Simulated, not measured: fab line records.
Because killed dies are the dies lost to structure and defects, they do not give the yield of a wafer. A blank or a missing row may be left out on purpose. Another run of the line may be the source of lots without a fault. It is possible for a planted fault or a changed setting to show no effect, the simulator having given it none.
fab line records	flow nand_harc
record lots=13	wafers=37	last_day=26
route steps=1159 shown A_M0@1023 A_M1@1048 END@1159
lots that met no fault: from a run of the same line without faults
start_h: start of the lot's first displayed wafer, in hours after the record's first day	wait_h: time in hours since the lot's previous step	" the same as in the row above	L1.1+2: one row covering several wafers at once	- no value present, or no start provided	* or withheld: withheld	< > ~ a bound
route shown NAME@n: a module of which the file shows steps, and the number in the route of the first	usual: mean and standard deviation over wafers with no fault	same: alike in all rows	chamber/n: place in a boat	sites: readings site by site	_std_site: standard deviation across them	_edge_site: the outer-site mean with the inner-site mean subtracted	radius_mm: for every site, how far away it sits from the centre of the wafer	mask NAME#n: copy n	behind: the most recent tool/chamber to have shaped the wafer	hold: cause of the lot's hold/its duration in hours/its outcome	device: whichever transistor did not switch (one of n, p or np)	end of line: the route-end tests of the same wafers	where a step has no rows: the recipe by itself	killed: dies lost to structure and defects at the first sort, not the wafer's yield	map: a wafer's dies, x killed, . not, _ none there
set.NAME: the setting as run; set.NAME@STEP: as run at that earlier step	model.NAME: the simulator's own value behind a step, which no gauge read
one table for each step of the route and one row for each wafer, over a sample of lots
services: from which hour (start_h, from the record's first day; less than 0 if before it) a tool's chamber was out of use, for how many hours, and why
## steps
# step NHARC_A_M0_INSPECT_27
# usual raw_defect_count=469/120
lot.wafer	tool	chamber	start_h	wait_h	raw_defect_count
L178.1	defect_inspect-02	-	401.66	0.0	395
L178.2	"	-	"	"	481
L178.4	"	-	"	"	472
L177.3	defect_inspect-01	-	404.86	0.0	333
L177.4	"	-	"	"	331
L177.6	"	-	"	"	357
L179.1	defect_inspect-02	-	414.43	0.0	462
L179.2	"	-	"	"	525
L179.3	"	-	"	"	558
L180.1	defect_inspect-01	-	415.72	0.0	562
L180.6	"	-	"	"	563
L181.1	defect_inspect-02	-	419.01	0.0	823
L181.2	"	-	"	"	672
L181.4	"	-	"	"	544
L182.1	defect_inspect-01	-	463.49	0.0	401
L182.3	"	-	"	"	434
L190.1	defect_inspect-02	-	470.60	0.0	267
L190.5	"	-	"	"	324
L190.6	"	-	"	"	409
L192.3	defect_inspect-01	-	487.72	0.0	451
L192.4	"	-	"	"	434
L192.5	"	-	"	"	469
L194.1	defect_inspect-02	-	500.99	0.0	360
L194.5	"	-	"	"	413
L194.6	"	-	"	"	305
L197.1	defect_inspect-01	-	522.01	0.0	340
L197.2	"	-	"	"	366
L197.5	"	-	"	"	349
L196.3	defect_inspect-01	-	523.48	0.0	354
L196.4	"	-	"	"	326
L196.5	"	-	"	"	317
L198.1	defect_inspect-02	-	534.22	0.0	312
L198.2	"	-	"	"	382
L198.3	"	-	"	"	363
L199.2	defect_inspect-02	-	540.28	0.0	520
L199.3	"	-	"	"	343
L199.6	"	-	"	"	349
# step NHARC_A_M1_PVD_20
# recipe target_thk_a=50	bias_v=168.6	power_w=15000	chamber_pressure_pa=0.12	time_s=8.06	substrate_temp_c=50	material=TaN
# usual substrate_temp_c=49.99/0.1	throttle_valve_pct=29.7/0.9
lot.wafer	tool	chamber	start_h	wait_h	substrate_temp_c	throttle_valve_pct
L178.4	pvd_sputter-02	-	-	-	50.09	30.9
L178.1	"	-	"	"	49.86	28.4
L178.2	"	-	"	"	49.97	30.7
L177.4	pvd_sputter-03	-	-	-	49.90	29.9
L177.3	"	-	"	"	50.03	30.0
L177.6	"	-	"	"	50.03	28.6
L179.3	pvd_sputter-02	-	-	-	49.96	30.6
L179.1	"	-	"	"	49.94	28.1
L179.2	"	-	"	"	50.25	30.8
L180.1	pvd_sputter-01	-	-	-	50.04	29.5
L180.6	"	-	"	"	50.09	28.3
L181.2	pvd_sputter-02	-	-	-	50.02	30.7
L181.4	"	-	"	"	49.79	30.8
L181.1	"	-	"	"	49.83	30.7
L182.1	pvd_sputter-01	-	-	-	49.90	28.5
L182.3	"	-	"	"	50.13	29.7
L190.1	pvd_sputter-02	-	-	-	50.04	30.5
L190.5	"	-	"	"	50.00	30.5
L190.6	"	-	"	"	49.97	30.6
L192.3	pvd_sputter-02	-	-	-	49.98	30.6
L192.4	"	-	"	"	49.92	30.8
L192.5	"	-	"	"	49.94	30.4
L194.1	pvd_sputter-02	-	-	-	50.01	31.0
L194.5	"	-	"	"	49.94	30.7
L194.6	"	-	"	"	50.08	30.6
L197.2	pvd_sputter-02	-	-	-	50.04	28.5
L197.1	"	-	"	"	50.05	30.7
L197.5	"	-	"	"	49.82	28.4
L196.3	pvd_sputter-03	-	-	-	50.01	29.7
L196.4	"	-	"	"	49.89	29.2
L196.5	"	-	"	"	49.98	29.6
L198.2	pvd_sputter-02	-	-	-	49.80	31.0
L198.3	"	-	"	"	49.98	30.3
L198.1	"	-	"	"	49.95	28.3
L199.3	pvd_sputter-03	-	-	-	49.96	29.1
L199.2	"	-	"	"	50.15	30.7
L199.6	"	-	"	"	49.90	29.1
# step NHARC_A_M1_ECD_22
# recipe target_thk_a=4000	bath_temp_c=25	material=Cu
lot.wafer	tool	chamber	start_h	wait_h
L178.2+1+4	ecd_cu-01	0,1,0	404.65	-
L177.3+4+6	ecd_cu-02	0,1,1	407.83	-
L179.1+2+3	ecd_cu-02	0,1,0	417.48	-
L180.1+6	ecd_cu-02	0	419.12	-
L181.2+1+4	ecd_cu-01	0,1,0	422.06	-
L182.1+3	ecd_cu-02	0,1	466.45	-
L190.1+5+6	ecd_cu-01	0,1,0	473.62	-
L192.4+3+5	ecd_cu-01	0,1,0	490.86	-
L194.1+5+6	ecd_cu-01	1,1,0	503.93	-
L197.1+2+5	ecd_cu-02	0,1,0	525.11	-
L196.3+4+5	ecd_cu-01	1,0,1	527.25	-
L198.1+2+3	ecd_cu-01	0,1,1	537.21	-
L199.2+3+6	ecd_cu-02	0,0,1	543.33	-
# step NHARC_A_M1_CMP_23
# recipe t_overpolish_s=20	target_thk_nm=154.34
# usual motor_current_A=11.9/0.84	time_to_endpoint_s=28.7/2.6
lot.wafer	tool	chamber	start_h	wait_h	motor_current_A	time_to_endpoint_s
L178.2	cmp-01	2	405.43	-	12.5	29.4
L178.1	"	3	"	"	11.0	30.7
L178.4	"	0	"	"	12.4	30.7
L177.4	cmp-03	2	408.45	-	12.9	27.1
L177.3	"	3	"	"	11.8	30.1
L177.6	"	2	"	"	13.2	27.6
L179.3	cmp-04	2	418.20	-	10.6	29.5
L179.1	"	3	"	"	11.7	28.4
L179.2	"	1	"	"	12.8	27.8
L180.1	cmp-01	2	419.87	-	13.1	12.6
L180.6	"	2	"	"	13.1	25.7
L181.2	cmp-04	2	422.79	-	11.6	26.3
L181.4	"	3	"	"	11.9	30.5
L181.1	"	0	"	"	12.9	25.5
L182.3	cmp-01	0	467.22	-	12.9	30.7
L182.1	"	1	"	"	11.6	16.1
L190.1	cmp-04	2	474.35	-	10.6	26.4
L190.6	"	0	"	"	12.1	25.2
L190.5	"	1	"	"	12.7	27.5
L192.3	cmp-04	0	491.48	-	12.6	26.4
L192.4	"	3	"	"	11.4	25.7
L192.5	"	0	"	"	12.7	26.1
L194.1	cmp-03	3	504.72	-	11.8	31.7
L194.6	"	1	"	"	11.6	31.0
L194.5	"	2	"	"	12.3	30.2
L197.2	cmp-04	3	525.86	-	11.3	26.2
L197.1	"	0	"	"	13.2	25.4
L197.5	"	2	"	"	10.9	26.6
L196.4	cmp-04	3	527.94	-	12.0	30.2
L196.3	"	1	"	"	12.7	31.5
L196.5	"	3	"	"	12.2	32.7
L198.2	cmp-04	1	537.93	-	13.1	28.2
L198.3	"	2	"	"	11.1	26.7
L198.1	"	0	"	"	12.2	25.6
L199.3	cmp-03	3	544.01	-	11.9	29.7
L199.2	"	1	"	"	12.2	30.4
L199.6	"	3	"	"	11.9	32.9
# step NHARC_A_M1_PRE_CLEAN_32
# recipe time_s=12	temp_c=370	rf_power_w=300	gas=NH3
# usual heater_power_w=576/83
lot.wafer	tool	chamber	start_h	wait_h	heater_power_w
L178.1	pecvd-01	0	405.94	0.1	607
L178.2	"	1	"	"	492
L178.4	"	2	"	"	629
L177.3	pecvd-02	2	409.02	0.1	640
L177.4	"	1	"	"	453
L177.6	"	2	"	"	638
L179.2	pecvd-02	2	418.90	0.2	540
L179.3	"	0	"	"	498
L179.1	"	1	"	"	522
L180.1	pecvd-04	0	420.51	0.2	557
L180.6	"	1	"	"	705
L181.2	pecvd-02	2	423.41	0.1	616
L181.1	"	0	"	"	604
L181.4	"	0	"	"	598
L182.1	pecvd-04	0	467.78	0.1	530
L182.3	"	2	"	"	531
L190.1	pecvd-02	2	474.87	0.1	600
L190.6	"	0	"	"	538
L190.5	"	1	"	"	441
L192.3	pecvd-04	0	492.03	0.1	507
L192.4	"	0	"	"	501
L192.5	"	1	"	"	729
L194.1	pecvd-02	2	505.23	0.1	550
L194.6	"	1	"	"	517
L194.5	"	2	"	"	556
L197.2	pecvd-01	2	526.79	0.5	640
L197.1	"	1	"	"	433
L197.5	"	2	"	"	637
L196.3	pecvd-04	2	528.46	0.1	510
L196.4	"	2	"	"	539
L196.5	"	0	"	"	536
L198.1	pecvd-04	1	538.47	0.1	716
L198.2	"	2	"	"	544
L198.3	"	0	"	"	585
L199.2	pecvd-01	2	544.55	0.1	662
L199.3	"	1	"	"	452
L199.6	"	2	"	"	691
# step NHARC_END_SORT_01
# recipe temp_c=25
# usual defect_limited_yield=95.3/1.3	killed_at_array=28/9.1	killed_at_other=0.6/0.87	killed_at_periphery=3.4/2.7	killed_dies=32/9	killed_open=3.2/1.9	killed_short=2.0/1.3	sort_bin_2_pct=1.5/0.57	sort_bin_3_pct=0.26/0.22	sort_bin_4_pct=2.9/0.91	sort_n_pass=645/9	sort_rim_yield_pct=93/3.3	sort_yield_pct=95.3/1.3
# same gross_dies=677	sort_bin_5_pct[%]=0	sort_bin_6_pct[%]=0	sort_bin_7_pct[%]=0	sort_bin_8_pct[%]=0	sort_rim_n_gross=106.00
lot.wafer	tool	chamber	start_h	wait_h	defect_limited_yield[%]	killed_at_array	killed_at_other	killed_at_periphery	killed_dies	killed_open	killed_short	sort_bin_2_pct[%]	sort_bin_3_pct[%]	sort_bin_4_pct[%]	sort_n_pass	sort_rim_yield_pct[%]	sort_yield_pct[%]
L180.1	prober-02	0	467.57	2.4	94.2	24	3	12	39	3	2	1.8	0.30	3.7	638	96	94.2
L182.3	prober-02	0	511.48	3.1	93.4	38	0	7	45	5	1	3.1	0.15	3.4	632	93	93.4
L194.1	prober-02	0	564.57	2.5	94.2	35	0	4	39	7	1	2.1	0.15	3.5	638	93	94.2
L194.5	prober-02	0	567.79	3.7	94.2	35	1	3	39	3	3	2.4	0.30	3.1	638	89	94.2
L194.6	prober-02	0	568.59	4.0	94.1	36	0	4	40	6	0	1.9	0.44	3.5	637	87	94.1
# killed by level:class
L180.1 P_M2:chamber_film_flake=10 A_SLIT:chamber_film_flake=10 A_CHANNEL_HOLE_D1:chamber_film_flake=4 P_ZERO_WELL:chamber_film_flake=2 A_ZERO_WELL:chamber_film_flake=2 A_WL_FILL:chamber_film_flake=2 A_CONTACT:chamber_film_flake=2 THIN_TSV:chamber_film_flake=2
L182.3 A_SLIT:chamber_film_flake=16 A_CHANNEL_HOLE_D1:chamber_film_flake=9 A_STAIRCASE:chamber_film_flake=6 A_CONTACT:chamber_film_flake=5 P_M0:geometric_particle:open=2 P_ZERO_WELL:chamber_film_flake=2 P_M0:geometric_particle:short=1 P_M1:geometric_particle:open=1
L194.1 A_SLIT:chamber_film_flake=21 A_CHANNEL_HOLE_D1:chamber_film_flake=9 P_GATE:geometric_particle:open=1 P_M0:geometric_particle:open=1 P_M0:geometric_particle:short=1 P_M1:geometric_particle:open=1 A_ONON_D1:geometric_particle:open=1 A_CHANNEL_HOLE_D1:geometric_particle:open=1
L194.5 A_CHANNEL_HOLE_D1:chamber_film_flake=14 A_SLIT:chamber_film_flake=13 A_STAIRCASE:chamber_film_flake=2 P_M0:geometric_particle:short=1 P_M1:geometric_particle:short=1 A_ONON_D1:geometric_particle:open=1 A_CHANNEL_HOLE_D1:geometric_particle:open=1 A_CHANNEL_FILL_D1:geometric_particle:open=1
L194.6 A_SLIT:chamber_film_flake=18 A_CHANNEL_FILL_D1:chamber_film_flake=6 A_CHANNEL_HOLE_D1:chamber_film_flake=4 A_ZERO_WELL:chamber_film_flake=3 P_M0:geometric_particle:open=2 A_CONTACT:geometric_particle:open=2 P_GATE:geometric_particle:open=1 A_BLC:geometric_particle:open=1
## services
tool	chamber	start_h	hours	kind
pvd_sputter-02	-	392.01	10.0	pm
cmp-04	-	399.01	4.0	pm
cmp-04	-	411.80	1.7	repair
cmp-03	-	413.43	0.9	repair
pecvd-01	-	418.03	13.0	pm
cmp-03	-	426.52	0.7	repair
cmp-03	-	440.84	1.4	repair
ecd_cu-01	-	448.09	8.0	pm
cmp-03	-	449.74	1.9	repair
pecvd-02	-	451.10	0.7	repair
cmp-03	-	453.44	6.5	repair
pvd_sputter-03	-	458.04	10.0	pm
cmp-03	-	459.94	4.0	pm
cmp-01	-	473.50	4.0	pm
pvd_sputter-02	-	473.60	1.8	repair
cmp-04	-	474.81	1.0	repair
pecvd-02	-	478.03	1.2	repair
cmp-04	-	483.77	4.2	repair
cmp-04	-	497.01	4.0	pm
pecvd-01	-	507.27	0.5	repair
pvd_sputter-01	-	514.00	10.0	pm
pecvd-02	-	515.49	13.0	pm
ecd_cu-02	-	532.14	8.0	pm
cmp-01	-	535.39	1.0	repair
## key
first_sign step=NHARC_A_M1_CMP_23	reading=time_to_endpoint_s	direction=down	sigmas=5.5	usual=*	struck=*
effect none on later readings
met_at NHARC_A_M1_ECD_22
struck_lots L180,L182
struck_wafers L180.1,L182.1
not_acting_at NHARC_A_M0_INSPECT_27,NHARC_A_M1_PVD_20,NHARC_A_M1_PRE_CLEAN_32
onset_between 417.48 419.12
fault kind=process_parameter_drift	tool=ecd_cu-02	chamber=-	onset_h=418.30	steps=NHARC_A_M1_ECD_22	channel=target_thk_a	offset=*	shape=step	end_h=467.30	scope=struck_wafers_only	acts_in=*	stated=*
